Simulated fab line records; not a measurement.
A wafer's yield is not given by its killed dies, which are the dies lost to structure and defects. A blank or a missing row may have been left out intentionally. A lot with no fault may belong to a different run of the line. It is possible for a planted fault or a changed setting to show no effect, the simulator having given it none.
2 desks looking at one fault -- flow nand-harc -- only its own numbers are on each desk; what lay behind them is given at the end

AT THE TOOL OWNER'S DESK: litho-track-01
The tool's own readings at NHARC_P_M1_PEB_07 (peb time 65 s): means of the sampled wafers that have a number, for each lot that ran on this tool. If a lot's mean is further than 4 standard deviations from the usual mean, the lot is out of limits and carries the mark OUT (the distance appears in the brackets).
Columns: A = heater-power-total-W at NHARC_P_M1_PEB_07, usual 156.6 W; B = plate-temp-C at NHARC_P_M1_PEB_07, usual 100.00 C
lot,first seen here,A,B
L411,day 8 03:52,156.3,100.17
L412,day 8 10:31,156.6,100.10
L423,day 13 01:34,158.6 (+4.8) OUT,100.80 (+6.2) OUT
L425,day 13 16:18,158.4 (+4.4) OUT,100.96 (+7.4) OUT
Finding of this desk: L423, L425 out of limits; the first was L423 at day 13 01:34, on heater-power-total-W at NHARC_P_M1_PEB_07. Within limits: L411, L412.

FROM THE METROLOGY DESK
What the gauges read, lot by lot, whatever tool the lot ran on: means of the sampled wafers that have a number. If a lot's mean is further than 4 standard deviations from the usual mean, the lot is out of limits and carries the mark OUT (the distance appears in the brackets).
Columns: A = cd-nm at NHARC_P_M1_CD_MEAS_09, usual 129.5 nm
lot,first seen here,A
L410,day 7 17:20,130.3
L411,day 8 03:56,129.4
L412,day 8 10:36,129.5
L413,day 8 18:17,130.4
L423,day 13 01:40,132.4 (+4.1) OUT
L425,day 13 16:23,132.3
L426,day 14 01:04,130.0
L427,day 14 20:00,130.0
L428,day 15 00:22,130.0
L429,day 15 05:19,129.4
L430,day 15 19:59,129.0
Finding of this desk: L423 out of limits; the first was L423 at day 13 01:40, on cd-nm at NHARC_P_M1_CD_MEAS_09. Within limits: L410, L411, L412, L413, L425, L426, L427, L428, L429, L430.

ALL TOGETHER
On L423, L425, at day 13 01:34, an alarm was possible from the tool owner's desk.
On L423, the metrology desk was in a position to raise an alarm at day 13 01:40.
The metrology desk has L425 on record, within its limits.
All the named lots went through NHARC_P_M1_PEB_07 on litho-track-01.

WHAT WAS PUT IN BY THE SIMULATOR
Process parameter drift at NHARC_P_M1_PEB_07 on litho-track-01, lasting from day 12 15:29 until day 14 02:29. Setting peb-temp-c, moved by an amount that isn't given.
Struck lots among those shown: L423, L425.
Time in hours from fault onset to the first out-of-limits reading at each desk: tool owner's desk 10, metrology desk 10.
